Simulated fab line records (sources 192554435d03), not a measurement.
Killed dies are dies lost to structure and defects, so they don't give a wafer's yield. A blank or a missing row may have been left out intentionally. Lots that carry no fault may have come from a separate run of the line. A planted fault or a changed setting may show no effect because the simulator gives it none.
Split-lot trial + flow n5Finfet + route with 1938 steps; 7 lots, 21 wafers read

## THE SPLIT ITSELF
At N5_BEOL_M0_SAQP_COAT_72 (time 60 s, resist thk 15 nm), the setting spinRpm was moved away from the recipe's 1500 rpm on 10 of the 21 wafers read, by -10.2% to +3.4%. For the rest of the wafers, this setting stayed at what the recipe calls for.

## FROM THE SPLIT TO THE READING: what the file shows between them, 4 steps
- N5_BEOL_M0_SAQP_COAT_87: time 60 s, resist thk 5 nm
- N5_BEOL_M0_SAQP_COAT_34: resist thk 30 nm
- N5_BEOL_M0_SAQP_DESCUM_45: chemistry O2, time 7 s
- N5_BEOL_M0_SAQP_ETCH_88: etches underlayer in N2/H2, target depth 6.5 nm, time 5.2 s

## THE READING
etch.depthNm (the simulator's own value, which no gauge read), in nm, at N5_BEOL_M0_SAQP_ETCH_73 (etches SiARC in CF4, target depth 19.5 nm, time 32.5 s). The file does not state a usual value for it. Here, 11 wafers ran the recipe; their average is 15.00 nm with a standard deviation of 0.037 nm.

| wafer  | tool, chamber at the split | spinRpm as run, rpm | against the recipe | etch.depthNm, nm | against lot-mates on the recipe |
|--------|----------------------------|---------------------|--------------------|------------------|---------------------------------|
| L077.1 | lithoTrack-03, 0           | 1451                | -3.3%              | 15.23            | +0.27                           |
| L077.3 | lithoTrack-03, 0           | 1500                | recipe             | 14.96            | -                               |
| L077.5 | lithoTrack-03, 0           | 1451                | -3.3%              | 15.21            | +0.25                           |
| L079.1 | lithoTrack-01, 0           | 1500                | recipe             | 15.01            | -                               |
| L079.2 | lithoTrack-01, 0           | 1551                | +3.4%              | 14.76            | -0.25                           |
| L079.4 | lithoTrack-01, 0           | 1551                | +3.4%              | 14.7             | -0.31                           |
| L083.4 | lithoTrack-01, 0           | 1500                | recipe             | 14.96            | -                               |
| L083.5 | lithoTrack-01, 0           | 1500                | recipe             | 14.98            | -                               |
| L083.6 | lithoTrack-01, 0           | 1500                | recipe             | 14.94            | -                               |
| L084.2 | lithoTrack-05, 0           | 1400                | -6.7%              | 15.51            | +0.47                           |
| L084.3 | lithoTrack-05, 0           | 1500                | recipe             | 15.06            | -                               |
| L084.5 | lithoTrack-05, 0           | 1500                | recipe             | 15.01            | -                               |
| L086.2 | lithoTrack-05, 0           | 1500                | recipe             | 15.05            | -                               |
| L086.4 | lithoTrack-05, 0           | 1349                | -10.1%             | 15.84            | +0.79                           |
| L086.5 | lithoTrack-05, 0           | 1349                | -10.1%             | 15.83            | +0.78                           |
| L087.1 | lithoTrack-03, 0           | 1347                | -10.2%             | 15.79            | no lot-mate on the recipe       |
| L087.3 | lithoTrack-03, 0           | 1347                | -10.2%             | 15.75            | no lot-mate on the recipe       |
| L087.6 | lithoTrack-03, 0           | 1347                | -10.2%             | 15.78            | no lot-mate on the recipe       |
| L094.1 | lithoTrack-01, 0           | 1500                | recipe             | 15.02            | -                               |
| L094.2 | lithoTrack-01, 0           | 1500                | recipe             | 15.03            | -                               |
| L094.6 | lithoTrack-01, 0           | 1500                | recipe             | 14.98            | -                               |

THE FIT
A straight line over all 21 wafers: etch.depthNm changes by -0.0785 nm for each +1% of spinRpm; r = -1.00; the points scatter about the line by 0.038 nm.
The same after taking each lot's own level away (the mean of its wafers on the recipe; 18 wafers): -0.0777 nm for each +1%; r = -1.00; scatter 0.022 nm.
According to that fit, moving spinRpm by its largest amount changes the reading by 0.79 nm.
Measured against the standard deviation above, the lots' own levels, which go from 14.960 to 15.050 nm, span 2.4 times it.
So the lot-to-lot level changes the slope little: the two slopes agree.
Check: +0.773 nm against its lot-mates is what the line predicts for one of the wafers moved furthest among these (-10.1%) when that wafer is left out of the fit. Against them it came out at +0.79 nm.

## OTHER SPLITS ON THESE WAFERS
Before the reading, these wafers also passed through other splits. Each is held against what the fit with the lots' levels taken away leaves over:
| other split on the same wafers       | wafers away from the commonest value | r with etch.depthNm (lot level and that fit taken away) |
|--------------------------------------|--------------------------------------|---------------------------------------------------------|
| N5_SDB_ALD_29 aldCycles              | 7                                    | +0.28                                                   |
| N5_GATE_CUT_CUT_ETCH_53 icpW         | 10                                   | -0.28                                                   |
| N5_MOL_CONTACT_COAG_COAT_104 spinRpm | 7                                    | -0.36                                                   |
| N5_MOL_CONTACT_COAG_EXPOSE_05 doseMj | 6                                    | +0.34                                                   |
| N5_MOL_CONTACT_COAG_EXPOSE_37 doseMj | 7                                    | -0.31                                                   |

## THE WHOLE CHAIN: every reading that the file lists as answering this split, in the file's order
| step                    | what it does                                           | reading                                                                              | change (the file's fit)                | r (the file's) |
|-------------------------|--------------------------------------------------------|--------------------------------------------------------------------------------------|----------------------------------------|----------------|
| N5_BEOL_M0_SAQP_COAT_72 | time 60 s, resist thk 15 nm                            | SiARC_of_BEOL_M0_SAQP_COAT_72.thkNm (the simulator's own value, which no gauge read) | -0.0797 nm for each +1% of the setting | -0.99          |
| N5_BEOL_M0_SAQP_ETCH_73 | etches SiARC in CF4, target depth 19.5 nm, time 32.5 s | etch.depthNm (the simulator's own value, which no gauge read)                        | -0.0769 nm for each +1% of the setting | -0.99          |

## THE FILE'S OWN FIT
etch.depthNm changes by -0.0769 nm for each +1% of spinRpm, r = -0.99.
